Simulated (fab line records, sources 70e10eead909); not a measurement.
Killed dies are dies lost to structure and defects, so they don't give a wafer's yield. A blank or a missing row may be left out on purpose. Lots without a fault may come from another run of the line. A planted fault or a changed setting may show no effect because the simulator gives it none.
Chamber matching | flow nand_harc | NHARC_A_CONTACT_ETCH_92 on rie_diel-12: 4 sister chambers
The step etches the open film in CH3F/O2, target depth 40 nm, time 85.7 s. 4 wafers are shown with their chamber, then 8 later ones without.

WAFERS WITH THEIR CHAMBER
wafer  | chamber | drypump_motor_current_A (A)
L665.6 | 0       | 6.0
L676.2 | 3       | 6.6
L676.4 | 1       | 5.7
L678.1 | 2       | 5.6

WAFERS WITHOUT THEIR CHAMBER
wafer  | drypump_motor_current_A (A)
L678.5 | 5.6
L678.6 | 6.5
L680.1 | 5.6
L680.5 | 5.6
L680.6 | 6.0
L681.2 | 5.6
L681.4 | 6.1
L681.6 | 6.5

WHICH CHAMBER EACH WENT THROUGH
wafer  | from the rows above     | in truth
L678.5 | can't be placed: 2 or 1 | 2
L678.6 | 3                       | 3
L680.1 | can't be placed: 2 or 1 | 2
L680.5 | can't be placed: 2 or 1 | 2
L680.6 | 0                       | 0
L681.2 | can't be placed: 2 or 1 | 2
L681.4 | 0                       | 0
L681.6 | 3                       | 3
Placed correctly: 4 of 8. Can't be placed from these rows: 4 (the true chamber is among the candidates in 4). Placed wrongly: 0.
How it was worked out, from the rows above alone: a wafer's distance from a chamber is the root of the sum, over the readings, of the square of ((its reading less the chamber's mean) divided by the reading's scatter). The wafer belongs to the nearest chamber; if the next one is less than 2 further off, it can't be placed. A chamber's mean is the mean of its shown wafers. The scatter: with one shown wafer a chamber, the root of the mean of the squares of how far each hidden wafer lies from its nearest shown one.
